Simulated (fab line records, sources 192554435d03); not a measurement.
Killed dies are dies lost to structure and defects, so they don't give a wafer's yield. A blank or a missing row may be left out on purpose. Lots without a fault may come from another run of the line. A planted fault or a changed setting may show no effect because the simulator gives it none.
Chamber matching | flow n5_finfet | N5_MIM_TOP_ALD_00 on ald_hk-02: 4 sister chambers
The step deposits Al2O3, purge time 3 s, co reactant pulse time 3 s. 20 wafers are shown with their chamber, then 10 later ones without.

WAFERS WITH THEIR CHAMBER
wafer  | chamber | precursor_pulse_height_rel
L075.2 | 2       | 0.984
L075.3 | 0       | 0.991
L075.4 | 1       | 0.948
L078.1 | 3       | 1.004
L078.4 | 0       | 1.012
L078.6 | 1       | 1.031
L084.1 | 2       | 1.007
L084.2 | 1       | 0.998
L084.4 | 0       | 1.009
L085.1 | 1       | 1.022
L085.2 | 0       | 1.007
L085.3 | 2       | 1.021
L086.2 | 2       | 1.039
L086.3 | 3       | 1.004
L086.6 | 2       | 1.020
L087.1 | 2       | 1.054
L087.3 | 0       | 0.981
L087.5 | 0       | 0.987
L089.1 | 3       | 1.005
L089.2 | 1       | 1.001

SIGNATURES (means of the wafers above)
reading                    | chamber 0 | chamber 1 | chamber 2 | chamber 3 | scatter within a chamber
precursor_pulse_height_rel | 0.99783   | 1.00000   | 1.02083   | 1.00433   | 0.0223
Rule: a wafer's distance from a chamber is the root of the sum, over the readings, of the square of ((its reading less the chamber's mean) divided by the reading's scatter). The wafer belongs to the nearest chamber; if the next one is less than 2 further off, it can't be placed. The scatter: the root of (the sum of the squares of (reading less its chamber's mean) over the shown wafers, divided by (wafers less chambers)).

WAFERS WITHOUT THEIR CHAMBER
wafer  | precursor_pulse_height_rel
L089.5 | 1.031
L091.1 | 0.984
L091.3 | 0.984
L091.5 | 0.989
L092.1 | 0.981
L092.2 | 1.012
L092.3 | 1.004
L093.2 | 0.994
L093.4 | 1.030
L093.6 | 0.980

WHICH CHAMBER EACH WENT THROUGH
wafer  | from the rows above               | in truth
L089.5 | can't be placed: 2 or 3 or 1 or 0 | 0
L091.1 | can't be placed: 0 or 1 or 3 or 2 | 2
L091.3 | can't be placed: 0 or 1 or 3 or 2 | 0
L091.5 | can't be placed: 0 or 1 or 3 or 2 | 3
L092.1 | can't be placed: 0 or 1 or 3 or 2 | 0
L092.2 | can't be placed: 3 or 2 or 1 or 0 | 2
L092.3 | can't be placed: 3 or 1 or 0 or 2 | 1
L093.2 | can't be placed: 0 or 1 or 3 or 2 | 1
L093.4 | can't be placed: 2 or 3 or 1 or 0 | 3
L093.6 | can't be placed: 0 or 1 or 3 or 2 | 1
Placed correctly: 0 of 10. Can't be placed from these rows: 10 (the true chamber is among the candidates in 10). Placed wrongly: 0.
